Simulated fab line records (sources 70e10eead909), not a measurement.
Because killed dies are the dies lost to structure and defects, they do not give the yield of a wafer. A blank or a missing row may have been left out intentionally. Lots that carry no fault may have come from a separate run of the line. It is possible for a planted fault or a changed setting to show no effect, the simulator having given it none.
Chamber matching :: flow nand harc :: 4 sister chambers for NHARC_A_STAIRCASE_ETCHBACK_422 on rie diel-11
The step etches the open film in CH3F/O2, target depth 40 nm, time 74.286 s. 4 wafers are shown with their chamber, then 7 later ones without.

== WAFERS, EACH WITH ITS CHAMBER ==
wafer: L083.5
chamber: 2
showerhead plenum p Torr (Torr): 2.40

wafer: L083.6
chamber: 3
showerhead plenum p Torr (Torr): 2.47

wafer: L090.1
chamber: 0
showerhead plenum p Torr (Torr): 2.28

wafer: L090.2
chamber: 1
showerhead plenum p Torr (Torr): 2.37

== WAFERS WITHOUT THEIR CHAMBER ==
wafer: L090.3
showerhead plenum p Torr (Torr): 2.40

wafer: L089.3
showerhead plenum p Torr (Torr): 2.40

wafer: L089.5
showerhead plenum p Torr (Torr): 2.37

wafer: L089.6
showerhead plenum p Torr (Torr): 2.40

wafer: L093.2
showerhead plenum p Torr (Torr): 2.37

wafer: L093.4
showerhead plenum p Torr (Torr): 2.46

wafer: L093.6
showerhead plenum p Torr (Torr): 2.39

== WHICH CHAMBER EACH ONE RAN IN ==
wafer: L090.3
from the rows above: 2
in truth: 2

wafer: L089.3
from the rows above: 2
in truth: 2

wafer: L089.5
from the rows above: 1
in truth: 1

wafer: L089.6
from the rows above: 2
in truth: 2

wafer: L093.2
from the rows above: 1
in truth: 1

wafer: L093.4
from the rows above: 3
in truth: 3

wafer: L093.6
from the rows above: can't be placed: 2 or 1
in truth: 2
Placed correctly: 6 of 7. These rows do not allow placing 1 (true chamber among the candidates in 1). Number placed wrongly: 0.
How it was worked out, from the rows above alone: a wafer's distance from a chamber is the root of the sum, over the readings, of the square of ((its reading less the chamber's mean) divided by the reading's scatter). The wafer belongs to the nearest chamber; if the next one is less than 2 further off, it can't be placed. For every chamber, the mean is computed from those of its wafers that are shown. The scatter: root of mean squared gap, hidden wafer to nearest shown wafer, with one shown wafer a chamber.
